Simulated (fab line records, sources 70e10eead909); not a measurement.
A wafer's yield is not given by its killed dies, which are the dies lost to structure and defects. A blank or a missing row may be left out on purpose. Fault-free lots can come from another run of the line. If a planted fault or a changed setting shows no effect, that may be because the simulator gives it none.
fab line records	flow nand_harc
record: lots: 24	wafers: 72	last_day: 33
route steps=1302 shown A_WL_FILL@953 A_CONTACT@1007
lots untouched by any fault: they come from a run of this same line in which no faults occurred
start_h: hours from the record's first day to the start of the lot's first wafer shown	wait_h: hours since the lot's step before	" unchanged from the row above	L1.1+2: a row that stands for several wafers	- value missing, or start not given	* or withheld: withheld	< > ~ a bound
route shown NAME@n: NAME is a module with steps in the file, n the number in the route of the first one	usual: mean and standard deviation over wafers with no fault	same: alike in all rows	chamber/n: place in a boat	sites: readings site by site	_std_site: standard deviation across them	_edge_site: inner sites' mean taken away from outer sites' mean	radius_mm: how far each site lies from the wafer's centre	mask NAME#n: copy n	behind: the last tool/chamber to shape the wafer	hold: the reason the lot was held/the length of the hold in hours/how it ended	device: transistor that didn't switch, given as n, p or np	end of line: at the end of the route, the tests of the same wafers	step lacking rows: just its recipe	killed: dies that structure and defects cost at the first sort, which is not the same as the wafer's yield	map: a wafer's dies, marking killed ones x, the rest . and places with no die _
set.NAME: the setting that was run; set.NAME@STEP: the one run at that earlier step	model.NAME: the simulator's own value behind a step, which no gauge read
steps of the route over a sample of lots; a table a step, a row a wafer
services: when a tool's chamber went out of use (start_h, in hours from the record's first day, below 0 if earlier), for how many hours, and the reason
== steps ==
step: NHARC_A_WL_FILL_RTA_01
recipe: temp_c: 1000	time_s: 5
usual: lamp_power_pct: 31.8/0.65	lamp_zone_6_pct: 31.7/0.66	wafer_temp_C_max: 1003.6/1.4
lot.wafer	tool	chamber	start_h	wait_h	lamp_power_pct	lamp_zone_6_pct	wafer_temp_C_max
L075.2	rtp_anneal-01	0	464.92	-	31.1	31.1	1002.2
L075.3	"	0	"	"	31.2	31.0	1002.0
L075.5	"	0	"	"	31.2	31.1	1002.4
L074.2	rtp_anneal-01	0	465.09	-	31.2	31.1	1002.9
L074.3	"	0	"	"	31.1	31.1	1002.7
L074.5	"	0	"	"	31.2	31.2	1002.2
L076.3	rtp_anneal-01	0	475.86	-	31.1	31.1	1002.8
L076.5	"	0	"	"	31.2	31.1	1002.4
L076.6	"	0	"	"	31.2	31.1	1002.8
L077.2	rtp_anneal-01	0	503.09	-	31.2	31.1	1002.0
L077.4	"	0	"	"	31.2	31.2	1002.2
L077.6	"	0	"	"	31.2	31.1	1003.0
L079.2	rtp_anneal-02	0	508.32	-	32.5	32.4	1005.3
L079.5	"	0	"	"	32.5	32.4	1004.4
L079.6	"	0	"	"	32.5	32.4	1005.1
L078.3	rtp_anneal-02	0	515.16	-	32.5	32.5	1003.8
L078.4	"	0	"	"	32.5	32.4	1003.3
L078.5	"	0	"	"	32.5	32.5	1003.4
L080.3	rtp_anneal-01	0	527.25	-	31.2	31.1	1002.6
L080.4	"	0	"	"	31.2	31.2	1001.9
L080.6	"	0	"	"	31.2	31.1	1002.2
L081.2	rtp_anneal-02	0	546.77	-	32.5	32.4	1006.2
L081.4	"	0	"	"	32.4	32.4	1002.7
L081.6	"	0	"	"	32.5	32.4	1004.7
L082.2	rtp_anneal-01	0	546.77	-	31.2	31.1	1002.1
L082.4	"	0	"	"	31.2	31.1	1002.9
L082.5	"	0	"	"	31.2	31.1	1003.7
L084.3	rtp_anneal-01	0	554.67	-	31.3	31.1	1002.0
L084.4	"	0	"	"	31.2	31.1	1002.3
L084.6	"	0	"	"	31.2	31.1	1002.2
L083.2	rtp_anneal-02	0	554.81	-	32.5	32.4	1005.1
L083.3	"	0	"	"	32.5	32.4	1005.2
L083.4	"	0	"	"	32.5	32.4	1004.3
L085.2	rtp_anneal-02	0	578.08	-	32.6	32.5	1004.7
L085.3	"	0	"	"	32.6	32.4	1005.8
L085.5	"	0	"	"	32.5	32.5	1005.4
L086.4	rtp_anneal-02	0	580.45	-	32.5	32.5	1005.2
L086.5	"	0	"	"	32.5	32.4	1004.7
L086.6	"	0	"	"	32.5	32.4	1004.3
L088.2	rtp_anneal-02	0	596.94	0.3	32.5	32.4	1004.2
L088.3	"	0	"	"	32.5	32.4	1005.6
L088.6	"	0	"	"	32.5	32.5	1005.7
L087.3	rtp_anneal-01	0	599.69	0.4	31.1	31.1	1002.8
L087.4	"	0	"	"	31.2	31.1	1002.7
L087.6	"	0	"	"	31.2	31.1	1002.4
L089.2	rtp_anneal-02	0	602.84	-	32.5	32.4	1004.3
L089.3	"	0	"	"	32.4	32.4	1005.1
L089.4	"	0	"	"	32.5	32.4	1005.2
L091.3	rtp_anneal-01	0	627.36	-	31.2	31.1	1002.7
L091.4	"	0	"	"	31.2	31.2	1003.1
L091.5	"	0	"	"	31.2	31.1	1002.0
L090.4	rtp_anneal-02	0	629.35	-	32.5	32.4	1004.8
L090.5	"	0	"	"	32.5	32.4	1005.7
L090.6	"	0	"	"	32.5	32.5	1004.8
L093.1	rtp_anneal-01	0	644.85	-	31.1	31.1	1002.1
L093.5	"	0	"	"	31.1	31.1	1002.6
L093.6	"	0	"	"	31.1	31.1	1002.4
L092.3	rtp_anneal-01	0	647.16	-	31.2	31.1	1003.6
L092.4	"	0	"	"	31.2	31.1	1002.8
L092.5	"	0	"	"	31.2	31.1	1003.9
L094.1	rtp_anneal-02	0	655.32	-	32.6	32.5	1004.5
L094.3	"	0	"	"	32.5	32.4	1004.4
L094.6	"	0	"	"	32.5	32.4	1005.3
L095.1	rtp_anneal-01	0	670.85	-	31.2	31.1	1002.1
L095.4	"	0	"	"	31.2	31.1	1004.2
L095.5	"	0	"	"	31.2	31.1	1002.1
L097.1	rtp_anneal-01	0	678.63	-	31.2	31.1	1003.0
L097.3	"	0	"	"	31.2	31.2	1003.1
L097.5	"	0	"	"	31.1	31.1	1002.7
L096.2	rtp_anneal-02	0	678.68	-	32.6	32.4	1004.5
L096.4	"	0	"	"	32.5	32.4	1004.2
L096.5	"	0	"	"	32.5	32.5	1008.0
step: NHARC_A_WL_FILL_ETCHBACK_16
recipe: target_depth_a: 1200	time_s: 24	c4f8_flow_sccm: withheld	o2_flow_sccm: 8	ar_flow_sccm: withheld	rf_w: 600	bias_w: 800	chemistry: C4F8/O2/Ar
usual: chamber_pressure_mTorr: 25.000/0.021	oes_product_au: 0.97/0.036	rf_vpp_V: 727/3.1
lot.wafer	tool	chamber	start_h	wait_h	chamber_pressure_mTorr	oes_product_au	rf_hours_counter_h	rf_vpp_V
L075.2	rie_diel-06	2	-	-	24.961	0.92	4.9	727
L075.3	"	0	"	"	25.000	0.92	5.5	718
L075.5	"	2	"	"	24.966	0.92	-	727
L074.3	rie_diel-05	0	-	-	25.021	0.99	2.2	728
L074.2	"	2	"	"	24.977	0.99	1.3	728
L074.5	"	3	"	"	25.011	0.98	-	728
L076.3	rie_diel-04	3	-	-	25.015	0.91	7.0	726
L076.6	"	2	"	"	25.029	0.92	-	730
L076.5	"	3	"	"	24.983	0.92	-	729
L077.4	rie_diel-05	3	-	-	25.005	0.91	3.3	727
L077.2	"	0	"	"	25.009	0.92	3.3	728
L077.6	"	0	"	"	25.018	0.92	-	727
L079.2	rie_diel-04	1	-	-	24.945	1.00	9.4	729
L079.5	"	3	"	"	25.021	1.00	-	727
L079.6	"	0	"	"	25.014	1.01	-	728
L078.4	rie_diel-04	2	-	-	25.012	1.00	9.6	730
L078.3	"	0	"	"	24.989	1.00	9.6	727
L078.5	"	1	"	"	25.042	0.99	-	729
L080.4	rie_diel-05	3	-	-	25.039	0.94	3.9	729
L080.3	"	0	"	"	24.980	0.94	4.1	727
L080.6	"	2	"	"	24.979	0.93	-	728
L081.4	rie_diel-04	0	-	-	25.027	1.02	0	729
L081.2	"	3	"	"	24.999	1.02	0.9	725
L081.6	"	1	"	"	25.046	1.00	-	729
L082.2	rie_diel-05	0	-	-	24.993	1.00	4.3	727
L082.4	"	1	"	"	24.987	1.01	3.1	725
L082.5	"	3	"	"	24.985	0.99	-	727
L083.3	rie_diel-06	1	-	-	24.993	0.93	2.1	720
L083.2	"	2	"	"	25.005	0.93	1.9	727
L083.4	"	3	"	"	25.009	0.93	2.0	725
L084.4	rie_diel-05	1	-	-	25.012	0.95	3.6	724
L084.3	"	3	"	"	25.028	0.92	4.5	727
L084.6	"	2	"	"	24.999	0.93	-	728
L085.3	rie_diel-04	2	-	-	25.004	0.98	2.7	730
L085.2	"	3	"	"	24.987	0.97	3.1	728
L085.5	"	1	"	"	24.987	0.97	-	728
L086.4	rie_diel-04	1	-	-	25.012	0.99	2.9	728
L086.6	"	2	"	"	25.006	0.99	-	730
L086.5	"	3	"	"	25.019	0.97	-	727
L088.3	rie_diel-06	0	-	-	25.006	0.98	3.0	719
L088.2	"	1	"	"	24.986	0.98	3.4	720
L088.6	"	2	"	"	24.966	0.98	-	727
L087.4	rie_diel-04	3	-	-	24.979	1.01	3.5	728
L087.3	"	1	"	"	25.006	1.00	3.3	728
L087.6	"	3	"	"	24.990	1.02	-	728
L089.3	rie_diel-06	2	-	-	24.982	1.00	3.9	728
L089.2	"	3	"	"	24.984	1.01	3.9	727
L089.4	"	1	"	"	25.019	1.01	-	721
L090.4	rie_diel-04	0	-	-	25.019	1.02	4.1	729
L090.6	"	0	"	"	24.983	1.03	-	728
L090.5	"	1	"	"	24.995	1.01	-	729
L091.3	rie_diel-06	1	-	-	25.015	0.93	4.5	720
L091.4	"	0	"	"	25.011	0.91	3.6	719
L091.5	"	1	"	"	24.977	0.93	-	720
L093.1	rie_diel-06	0	-	-	25.003	0.92	4.0	719
L093.6	"	3	"	"	24.984	0.94	-	726
L093.5	"	0	"	"	24.994	0.92	-	719
L092.4	rie_diel-05	0	-	-	25.004	0.99	2.2	729
L092.3	"	1	"	"	24.994	1.01	1.8	726
L092.5	"	3	"	"	25.004	0.98	-	728
L094.3	rie_diel-04	1	-	-	24.980	0.99	7.8	728
L094.1	"	3	"	"	24.985	1.00	8.1	726
L094.6	"	1	"	"	24.963	0.99	-	728
L095.4	rie_diel-04	3	-	-	24.996	1.00	8.3	727
L095.1	"	2	"	"	24.981	0.94	5.2	730
L095.5	"	3	"	"	24.975	0.99	-	728
L096.2	rie_diel-06	2	-	-	24.949	1.00	0.3	727
L096.4	"	0	"	"	24.931	1.00	0.2	718
L096.5	"	2	"	"	24.992	1.00	-	726
L097.1	rie_diel-04	3	-	-	25.016	0.98	8.9	726
L097.3	"	2	"	"	25.014	0.98	5.9	729
L097.5	"	0	"	"	24.998	1.01	-	727
step: NHARC_A_CONTACT_ETCH_113
recipe: source_w: withheld	pressure_mtorr: 20	bias_v: 3000	time_s: 190	target_depth_a: 18500	ar_flow_sccm: withheld	c4f8_flow_sccm: withheld	o2_flow_sccm: withheld	chemistry: C4F8/O2/Ar
usual: chamber_pressure_mTorr: 20.001/0.02
lot.wafer	tool	chamber	start_h	wait_h	chamber_pressure_mTorr	rf_hours_counter_h
L074.2	har_cap_etch-02	0	492.44	0.1	20.007	77
L074.3	"	0	"	"	20.008	-
L074.5	"	0	"	"	19.998	-
L075.2	har_cap_etch-01	1	496.58	0.1	19.995	131
L075.3	"	1	"	"	20.004	-
L075.5	"	0	"	"	20.012	-
L076.3	har_cap_etch-03	0	505.55	0.1	20.001	-
L076.6	"	1	"	"	19.996	-
L076.5	"	0	"	"	20.000	-
L079.2	har_cap_etch-03	0	532.69	0.2	19.998	45
L079.5	"	1	"	"	20.003	-
L079.6	"	0	"	"	19.984	-
L077.2	har_cap_etch-02	0	532.71	0.1	19.988	86
L077.4	"	0	"	"	19.988	-
L077.6	"	1	"	"	20.027	-
L078.4	har_cap_etch-01	1	541.03	0.1	19.997	-
L078.3	"	0	"	"	20.029	-
L078.5	"	1	"	"	19.995	-
L080.3	har_cap_etch-03	0	552.79	0.2	20.042	-
L080.4	"	1	"	"	19.988	-
L080.6	"	0	"	"	20.023	-
L081.2	har_cap_etch-02	1	574.01	0.2	19.997	93
L081.4	"	0	"	"	20.021	-
L081.6	"	0	"	"	19.967	-
L082.2	har_cap_etch-03	1	574.63	0.1	19.988	53
L082.4	"	0	"	"	20.012	-
L082.5	"	0	"	"	19.996	-
L083.2	har_cap_etch-01	1	581.55	0.1	19.994	8
L083.3	"	1	"	"	19.980	-
L083.4	"	0	"	"	20.008	-
L084.3	har_cap_etch-03	0	582.01	0.1	20.040	-
L084.4	"	1	"	"	20.002	-
L084.6	"	1	"	"	20.027	-
L085.2	har_cap_etch-03	1	607.27	0.1	20.050	61
L085.3	"	0	"	"	19.996	-
L085.5	"	0	"	"	19.995	-
L086.4	har_cap_etch-02	1	610.48	0.1	19.996	-
L086.5	"	1	"	"	20.027	-
L086.6	"	0	"	"	19.987	-
L088.2	har_cap_etch-02	1	627.48	0.1	20.002	102
L088.3	"	0	"	"	20.001	-
L088.6	"	0	"	"	19.980	-
L087.4	har_cap_etch-01	0	628.15	0.1	20.042	-
L087.3	"	1	"	"	19.988	-
L087.6	"	1	"	"	20.011	-
L089.2	har_cap_etch-02	0	630.09	0.1	19.986	104
L089.4	"	0	"	"	20.009	-
L089.3	"	1	"	"	20.017	-
L090.4	har_cap_etch-01	1	653.35	0.1	19.976	-
L090.5	"	0	"	"	19.987	-
L090.6	"	1	"	"	19.999	-
L091.4	har_cap_etch-03	1	654.52	0.1	20.027	-
L091.3	"	0	"	"	19.974	-
L091.5	"	0	"	"	19.987	-
L093.1	har_cap_etch-03	1	671.55	0.1	20.008	73
L093.6	"	0	"	"	19.979	-
L093.5	"	1	"	"	20.009	-
L092.4	har_cap_etch-01	1	673.14	0.1	20.024	-
L092.3	"	0	"	"	20.010	-
L092.5	"	1	"	"	20.018	-
L094.1	har_cap_etch-01	1	684.13	0.1	20.016	29
L094.3	"	1	"	"	20.049	-
L094.6	"	1	"	"	19.999	-
L095.1	har_cap_etch-03	0	697.29	0.1	19.987	79
L095.4	"	1	"	"	20.004	-
L095.5	"	1	"	"	19.990	-
L097.1	har_cap_etch-01	0	706.55	0.1	19.972	33
L097.3	"	1	"	"	19.990	-
L097.5	"	0	"	"	20.020	-
L096.2	har_cap_etch-03	0	708.01	0.1	19.983	81
L096.4	"	0	"	"	19.972	-
L096.5	"	0	"	"	19.983	-
step: NHARC_A_CONTACT_ETCH_114
recipe: source_w: withheld	pressure_mtorr: 20	bias_v: 3000	time_s: 190	target_depth_a: 18500	ar_flow_sccm: withheld	c4f8_flow_sccm: withheld	o2_flow_sccm: withheld	chemistry: C4F8/O2/Ar
usual: chamber_pressure_mTorr: 20.001/0.018
lot.wafer	tool	chamber	start_h	wait_h	chamber_pressure_mTorr	rf_hours_counter_h
L074.2	har_cap_etch-02	0	492.61	0.1	19.998	77
L074.3	"	0	"	"	20.016	-
L074.5	"	0	"	"	20.013	-
L075.2	har_cap_etch-01	1	496.75	0.1	20.010	131
L075.3	"	1	"	"	20.003	-
L075.5	"	0	"	"	20.010	-
L076.3	har_cap_etch-03	0	505.72	0.1	19.996	-
L076.6	"	1	"	"	20.048	-
L076.5	"	0	"	"	20.002	-
L077.2	har_cap_etch-02	0	532.88	0.1	20.004	86
L077.4	"	0	"	"	19.984	-
L077.6	"	1	"	"	19.972	-
L079.2	har_cap_etch-03	0	532.92	0.2	20.004	45
L079.5	"	1	"	"	19.997	-
L079.6	"	0	"	"	19.964	-
L078.4	har_cap_etch-01	1	541.20	0.1	19.994	-
L078.3	"	0	"	"	20.042	-
L078.5	"	1	"	"	19.975	-
L080.3	har_cap_etch-03	0	552.96	0.1	20.004	-
L080.4	"	1	"	"	20.026	-
L080.6	"	0	"	"	19.986	-
L081.2	har_cap_etch-02	1	574.24	0.2	19.982	93
L081.4	"	0	"	"	19.970	-
L081.6	"	0	"	"	20.015	-
L082.2	har_cap_etch-03	1	574.80	0.1	20.024	54
L082.4	"	0	"	"	20.008	-
L082.5	"	0	"	"	20.000	-
L083.2	har_cap_etch-01	1	581.72	0.1	20.009	9
L083.3	"	1	"	"	19.970	-
L083.4	"	0	"	"	19.990	-
L084.3	har_cap_etch-03	0	582.19	0.1	20.022	-
L084.4	"	1	"	"	19.991	-
L084.6	"	1	"	"	19.998	-
L085.2	har_cap_etch-03	1	607.44	0.1	20.001	61
L085.3	"	0	"	"	19.986	-
L085.5	"	0	"	"	19.972	-
L086.4	har_cap_etch-02	1	610.65	0.1	19.974	-
L086.5	"	1	"	"	20.032	-
L086.6	"	0	"	"	20.026	-
L088.2	har_cap_etch-02	1	627.65	0.1	19.982	102
L088.3	"	0	"	"	19.983	-
L088.6	"	0	"	"	19.999	-
L087.4	har_cap_etch-01	0	628.32	0.1	19.996	-
L087.3	"	1	"	"	19.989	-
L087.6	"	1	"	"	19.981	-
L089.2	har_cap_etch-02	0	630.26	0.1	19.986	105
L089.4	"	0	"	"	20.011	-
L089.3	"	1	"	"	19.973	-
L090.4	har_cap_etch-01	1	653.52	0.1	19.984	-
L090.5	"	0	"	"	20.006	-
L090.6	"	1	"	"	20.002	-
L091.4	har_cap_etch-03	1	654.69	0.1	20.000	-
L091.3	"	0	"	"	19.999	-
L091.5	"	0	"	"	19.995	-
L093.1	har_cap_etch-03	1	671.72	0.1	19.977	73
L093.6	"	0	"	"	20.001	-
L093.5	"	1	"	"	20.004	-
L092.4	har_cap_etch-01	1	673.32	0.1	19.997	-
L092.3	"	0	"	"	19.976	-
L092.5	"	1	"	"	20.001	-
L094.1	har_cap_etch-01	1	684.29	0.1	20.052	29
L094.3	"	1	"	"	20.007	-
L094.6	"	1	"	"	20.008	-
L095.1	har_cap_etch-03	0	697.47	0.1	20.001	79
L095.4	"	1	"	"	20.003	-
L095.5	"	1	"	"	20.003	-
L097.1	har_cap_etch-01	0	706.72	0.1	20.019	33
L097.3	"	1	"	"	20.028	-
L097.5	"	0	"	"	20.016	-
L096.2	har_cap_etch-03	0	708.18	0.1	20.015	81
L096.4	"	0	"	"	20.019	-
L096.5	"	0	"	"	19.998	-
step: NHARC_A_CONTACT_ETCH_90
recipe: target_depth_a: 400	over_etch_frac: 0.5	time_s: 85.7	ion_energy_ev: 120	ch3f_flow_sccm: 50	o2_flow_sccm: 30	ar_flow_sccm: 200	rf_w: 500	bias_w: 100	chemistry: CH3F/O2
usual: chamber_pressure_mTorr: 24.997/0.024	drypump_motor_current_A: 5.8/0.53	oes_product_au: 0.96/0.039	rf_vpp_V: 243.9/1.8	showerhead_plenum_p_Torr: 2.42/0.12	throttle_valve_pct: 20.663/0.009
lot.wafer	tool	chamber	start_h	wait_h	chamber_pressure_mTorr	drypump_motor_current_A	oes_product_au	rf_hours_counter_h	rf_vpp_V	showerhead_plenum_p_Torr	throttle_valve_pct
L074.3	rie_diel-10	0	495.14	0.7	24.996	6.3	0.94	18	243.5	2.42	20.667
L074.2	"	2	"	"	25.013	5.5	0.94	18	247.9	2.65	20.679
L074.5	"	3	"	"	24.966	6.2	0.94	-	244.5	2.48	20.643
L075.2	rie_diel-10	0	499.24	0.8	24.994	6.3	0.94	19	244.0	2.42	20.665
L075.3	"	3	"	"	24.974	6.2	0.94	17	243.0	2.48	20.671
L075.5	"	1	"	"	24.966	6.1	0.92	-	242.8	2.38	20.676
L076.3	rie_diel-13	0	508.16	0.6	25.001	6.5	1.00	27	245.4	2.61	20.657
L076.6	"	3	"	"	25.008	5.2	1.02	-	242.4	2.34	20.673
L076.5	"	0	"	"	25.012	6.5	1.00	-	246.1	2.61	20.672
L077.2	rie_diel-13	2	535.40	0.9	25.002	5.8	0.92	1	240.8	2.33	20.654
L077.4	"	3	"	"	25.006	5.1	0.93	1	243.7	2.33	20.654
L077.6	"	2	"	"	24.992	5.9	0.92	-	243.0	2.33	20.657
L079.2	rie_diel-13	3	536.17	1.0	25.049	5.2	1.01	2	243.1	2.33	20.654
L079.6	"	1	"	"	25.009	5.1	1.00	-	242.8	2.30	20.670
L079.5	"	2	"	"	24.997	5.9	1.00	-	241.6	2.33	20.658
L078.4	rie_diel-13	1	543.64	0.7	25.003	5.1	0.91	3	242.6	2.30	20.675
L078.3	"	3	"	"	24.975	5.2	0.93	4	243.3	2.33	20.669
L078.5	"	1	"	"	24.995	5.2	0.92	-	244.7	2.30	20.656
L080.4	rie_diel-11	2	555.41	0.6	25.017	5.6	0.94	34	242.3	2.34	20.665
L080.3	"	0	"	"	24.997	5.3	0.94	39	246.7	2.59	20.663
L080.6	"	3	"	"	24.965	6.3	0.92	-	245.5	2.51	20.669
L082.4	rie_diel-10	1	577.29	0.7	25.005	6.1	0.92	52	242.1	2.37	20.663
L082.2	"	0	"	"	24.985	6.3	0.93	49	243.7	2.41	20.658
L082.5	"	2	"	"	25.025	5.5	0.93	-	247.9	2.64	20.659
L081.4	rie_diel-11	2	577.54	0.7	25.007	5.5	0.93	40	243.4	2.34	20.662
L081.2	"	3	"	"	24.986	6.3	0.91	41	243.9	2.51	20.667
L081.6	"	2	"	"	24.976	5.5	0.93	-	242.8	2.34	20.639
L083.4	rie_diel-13	0	584.23	0.6	25.007	6.5	1.01	10	246.0	2.60	20.668
L083.3	"	1	"	"	24.981	5.2	0.99	10	242.3	2.30	20.658
L083.2	"	3	"	"	24.994	5.2	0.99	10	242.8	2.33	20.656
L084.3	rie_diel-13	1	584.65	0.7	24.984	5.1	0.92	10	242.6	2.30	20.640
L084.4	"	3	"	"	24.961	5.1	0.93	10	243.5	2.33	20.661
L084.6	"	1	"	"	24.990	5.1	0.93	-	242.0	2.30	20.671
L085.2	rie_diel-11	3	609.98	0.9	24.994	6.3	0.91	52	244.8	2.50	20.664
L085.3	"	0	"	"	25.016	5.3	0.92	56	247.0	2.59	20.661
L085.5	"	2	"	"	24.981	5.5	0.92	-	243.6	2.34	20.681
L086.4	rie_diel-13	0	613.10	0.7	24.986	6.5	0.93	16	245.0	2.60	20.668
L086.5	"	0	"	"	25.000	6.5	0.93	-	245.3	2.60	20.660
L086.6	"	1	"	"	25.007	5.1	0.91	-	243.3	2.29	20.665
L088.3	rie_diel-11	2	630.18	0.6	25.021	5.6	1.02	2	242.0	2.33	20.667
L088.2	"	0	"	"	24.980	5.3	1.02	2	246.6	2.58	20.658
L088.6	"	3	"	"	24.968	6.3	1.01	-	244.3	2.50	20.663
L087.4	rie_diel-13	2	630.80	0.7	25.011	5.9	0.92	21	242.2	2.32	20.672
L087.3	"	0	"	"	25.030	6.5	0.93	18	245.8	2.60	20.671
L087.6	"	1	"	"	25.010	5.2	0.93	-	242.7	2.29	20.678
L089.2	rie_diel-11	1	632.78	0.9	24.982	6.4	0.94	3	246.4	2.48	20.644
L089.3	"	2	"	"	25.038	5.6	0.94	3	243.6	2.33	20.670
L089.4	"	3	"	"	25.013	6.3	0.94	2	244.1	2.50	20.653
L090.4	rie_diel-11	3	655.96	0.6	24.985	6.3	1.00	14	246.0	2.49	20.649
L090.5	"	2	"	"	25.020	5.6	1.01	-	241.6	2.33	20.654
L090.6	"	3	"	"	24.988	6.3	1.01	-	244.9	2.49	20.657
L091.3	rie_diel-13	1	657.14	0.6	24.989	5.2	0.92	23	243.1	2.29	20.678
L091.4	"	1	"	"	24.962	5.1	0.91	-	241.1	2.29	20.671
L091.5	"	3	"	"	24.965	5.2	0.93	-	242.9	2.32	20.650
L093.1	rie_diel-10	1	674.22	0.8	24.974	6.1	1.00	22	244.2	2.36	20.652
L093.6	"	0	"	"	25.024	6.3	1.01	-	244.7	2.40	20.660
L093.5	"	1	"	"	25.000	6.1	1.00	-	244.8	2.36	20.651
L092.3	rie_diel-13	3	675.78	0.6	25.065	5.2	0.92	27	242.0	2.33	20.665
L092.5	"	1	"	"	24.991	5.2	0.92	-	242.5	2.29	20.651
L092.4	"	0	"	"	25.026	6.5	0.92	-	245.9	2.60	20.668
L094.3	rie_diel-13	1	686.85	0.7	25.014	5.2	0.99	25	241.5	2.29	20.660
L094.1	"	2	"	"	25.012	5.9	0.99	28	242.8	2.32	20.649
L094.6	"	3	"	"	25.033	5.2	1.00	-	242.8	2.32	20.659
L095.4	rie_diel-11	2	700.00	0.6	24.963	5.5	1.01	30	242.9	2.32	20.654
L095.1	"	3	"	"	24.983	6.3	1.02	28	245.7	2.49	20.656
L095.5	"	3	"	"	24.947	6.3	1.01	-	244.3	2.49	20.650
L097.1	rie_diel-13	1	709.35	0.9	25.010	5.1	1.00	1	243.5	2.29	20.670
L097.3	"	2	"	"	25.009	5.9	1.00	1	243.6	2.32	20.670
L097.5	"	1	"	"	25.005	5.1	1.00	-	241.1	2.29	20.673
L096.2	rie_diel-13	2	710.69	0.8	24.989	5.9	0.98	1	241.4	2.32	20.667
L096.4	"	3	"	"	25.042	5.2	0.99	1	241.9	2.32	20.664
L096.5	"	0	"	"	24.993	6.5	1.01	-	246.2	2.59	20.665
step: NHARC_A_CONTACT_DEP_57
recipe: target_thk_a: 53000	temp_c: 400	material: aC
usual: throttle_valve_pct: 35.001/0.01
lot.wafer	tool	chamber	start_h	wait_h	throttle_valve_pct
L074.2	acl_dep-03	0	498.44	-	34.997
L074.3	"	0	"	"	35.013
L074.5	"	0	500.05	-	35.000
L075.2	acl_dep-03	0	501.65	-	34.995
L075.3	"	0	"	"	35.008
L075.5	"	0	503.24	-	34.996
L076.3	acl_dep-03	0	510.38	-	34.987
L076.5	"	0	511.44	-	34.999
L076.6	"	0	"	"	34.994
L077.2	acl_dep-03	0	538.38	-	34.982
L077.4	"	0	539.44	-	35.004
L077.6	"	0	540.50	-	34.989
L079.2	acl_dep-02	0	539.44	-	35.010
L079.5	"	0	541.04	-	35.006
L079.6	"	0	"	"	35.012
L078.3	acl_dep-03	0	545.88	-	35.003
L078.4	"	0	"	"	34.993
L078.5	"	0	"	"	34.990
L080.3	acl_dep-02	0	560.19	-	34.984
L080.4	"	0	"	"	34.999
L080.6	"	0	561.77	-	34.998
L082.2	acl_dep-01	0	580.88	-	34.994
L082.4	"	0	581.95	-	35.011
L082.5	"	0	"	"	34.996
L081.2	acl_dep-02	0	582.85	-	34.992
L081.4	"	0	583.93	-	35.003
L081.6	"	0	585.01	-	35.009
L083.2	acl_dep-01	0	586.00	-	34.983
L083.3	"	0	"	"	35.014
L083.4	"	0	"	"	35.000
L084.3	acl_dep-02	0	587.12	-	34.994
L084.4	"	0	"	"	34.997
L084.6	"	0	588.70	-	35.012
L085.2	acl_dep-03	0	613.69	-	34.988
L085.3	"	0	"	"	35.015
L085.5	"	0	615.31	-	35.000
L086.4	acl_dep-01	0	616.93	-	34.996
L086.5	"	0	"	"	35.013
L086.6	"	0	"	"	34.998
L088.2	acl_dep-03	0	631.88	-	34.994
L088.3	"	0	"	"	35.006
L088.6	"	0	634.03	-	34.997
L087.3	acl_dep-01	0	633.03	-	35.000
L087.4	"	0	"	"	35.000
L087.6	"	0	634.66	-	35.005
L089.2	acl_dep-03	0	635.11	-	35.016
L089.3	"	0	"	"	34.995
L089.4	"	0	"	"	34.987
L090.4	acl_dep-02	0	658.83	-	34.974
L090.5	"	0	"	"	35.007
L090.6	"	0	"	"	35.002
L091.3	acl_dep-01	0	659.90	-	35.007
L091.4	"	0	"	"	34.999
L091.5	"	0	"	"	34.988
L093.1	acl_dep-01	0	675.63	-	34.996
L093.5	"	0	677.73	-	34.991
L093.6	"	0	"	"	34.988
L092.3	acl_dep-03	0	678.64	-	34.993
L092.4	"	0	"	"	34.982
L092.5	"	0	"	"	35.005
L094.1	acl_dep-01	0	689.39	-	35.014
L094.3	"	0	690.45	-	34.988
L094.6	"	0	692.04	-	35.001
L095.1	acl_dep-02	0	704.00	-	35.012
L095.4	"	0	705.61	-	35.004
L095.5	"	0	"	"	34.982
L097.1	acl_dep-01	0	710.52	-	34.991
L097.3	"	0	711.59	-	34.996
L097.5	"	0	712.67	-	35.016
L096.2	acl_dep-03	0	713.38	-	34.997
L096.4	"	0	714.45	-	35.032
L096.5	"	0	"	"	35.004
== services ==
tool	chamber	start_h	hours	kind
acl_dep-03	-	483.10	13.0	pm
rie_diel-06	-	484.20	9.0	pm
har_cap_etch-01	-	498.78	17.0	pm
rie_diel-13	2	515.42	8.9	repair
rie_diel-13	-	519.50	9.0	pm
rie_diel-04	-	531.90	9.0	pm
rie_diel-06	2	535.45	16.6	repair
har_cap_etch-03	-	551.01	1.0	repair
acl_dep-01	-	552.50	13.0	pm
rie_diel-06	1	580.03	2.5	repair
rie_diel-13	0	581.21	2.0	repair
rie_diel-06	0	609.37	13.0	repair
rie_diel-11	-	614.31	9.0	pm
rie_diel-06	1	620.56	7.1	repair
rie_diel-04	2	655.70	23.7	repair
rie_diel-13	2	656.08	23.4	repair
rie_diel-13	0	658.12	8.8	repair
rie_diel-13	-	661.48	13.2	repair
acl_dep-03	-	664.56	13.0	pm
har_cap_etch-02	-	680.07	1.0	repair
rie_diel-13	-	681.11	1.4	repair
rie_diel-13	-	696.50	9.0	pm
rie_diel-04	0	704.26	9.3	repair
rie_diel-04	-	708.90	9.0	pm
== key ==
fault none
